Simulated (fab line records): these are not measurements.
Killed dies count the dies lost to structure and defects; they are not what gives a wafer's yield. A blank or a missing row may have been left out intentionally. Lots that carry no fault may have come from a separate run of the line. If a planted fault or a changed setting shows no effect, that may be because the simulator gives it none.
2 desks, one fault	flow n5-finfet	each desk holds nothing but its own numbers, with what lay behind them at the end

DESK OF THE TOOL OWNER: litho-track-04
The tool's own readings at N5_BEOL_M0_CUTY_COAT_50 (time 60 s, resist thk 15 nm): means of the sampled wafers that have a number, for each lot that ran on this tool. A lot is out of limits, marked OUT, if its mean lies more than 4 standard deviations from the usual mean; the brackets give that distance.
Columns: A = spin-speed-rpm at N5_BEOL_M0_CUTY_COAT_50, usual 1500.1 rpm
lot	first seen here	A
L483	day 7 00:01	1500.9
L491	day 9 00:49	1500.4
L496	day 10 03:04	1573.2 (+88) OUT
L498	day 10 09:34	1572.7 (+87) OUT
L499	day 10 23:23	1573.5 (+88) OUT
Finding of this desk: L496, L498, L499 out of limits; the first was L496 at day 10 03:04, on spin-speed-rpm at N5_BEOL_M0_CUTY_COAT_50. In limits: L483, L491.

FROM THE METROLOGY DESK
What the gauges read for every lot (on any tool): the sampled wafers with a number, averaged. A lot is out of limits, marked OUT, if its mean lies more than 4 standard deviations from the usual mean; the brackets give that distance. Shown here are 7 of its 10 readings, the ones lying furthest out on some lot.
Columns: A = DIBL_N at N5_BEOL_M4_RC_MEAS_101, usual 37.1 mV/V; B = IOFF_N at N5_BEOL_M4_RC_MEAS_101, usual 0.17 nA/um; C = IOFF_P at N5_BEOL_M4_RC_MEAS_101, usual 0.22 nA/um; D = ION_N at N5_BEOL_M4_RC_MEAS_101, usual 680 uA/um; E = SS_P at N5_BEOL_M4_RC_MEAS_101, usual 73.6 mV/dec; F = VT_N at N5_BEOL_M4_RC_MEAS_101, usual 248.9 mV; G = VT_P at N5_BEOL_M4_RC_MEAS_101, usual -251 mV
lot	first seen here	A	B	C	D	E	F	G
L483	day 9 10:14	36.3	0.18	0.25	686	73.6	247.5	-247
L491	day 11 19:04	38.1	0.19	0.22	679	74.4	248.9	-252
L496	day 12 22:01	37.2	0.16	0.21	677	73.3	250.7	-250
L497	day 12 22:56	34.3	0.14	0.21	678	73.4	250.2	-250
L498	day 13 19:06	39.0	0.22	0.26	694	74.4	244.6	-248
L499	day 14 01:49	36.4	0.16	0.21	672	72.9	251.0	-251
L500	day 14 06:01	37.7	0.18	0.22	680	73.6	246.8	-251
L502	day 14 13:47	37.7	0.19	0.26	686	73.2	247.1	-244
This desk found nothing out of limits on any of the 8 lots.

ALL TOGETHER
The tool owner's desk had the chance to raise an alarm at day 10 03:04 on L496, L498, L499.
Metrology desk: nothing out of limits seen.
The metrology desk has L496, L498, L499 on record, within its limits.
All the named lots went through N5_BEOL_M0_CUTY_COAT_50 on litho-track-04.

WHAT WAS PUT IN BY THE SIMULATOR
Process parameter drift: litho-track-04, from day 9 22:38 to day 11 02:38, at N5_BEOL_M0_CUTY_COAT_50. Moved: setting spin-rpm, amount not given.
Shown lots that were struck: L496, L498, L499.
Hours from the fault's start to each desk's first reading out of limits: the tool owner's desk, 4.
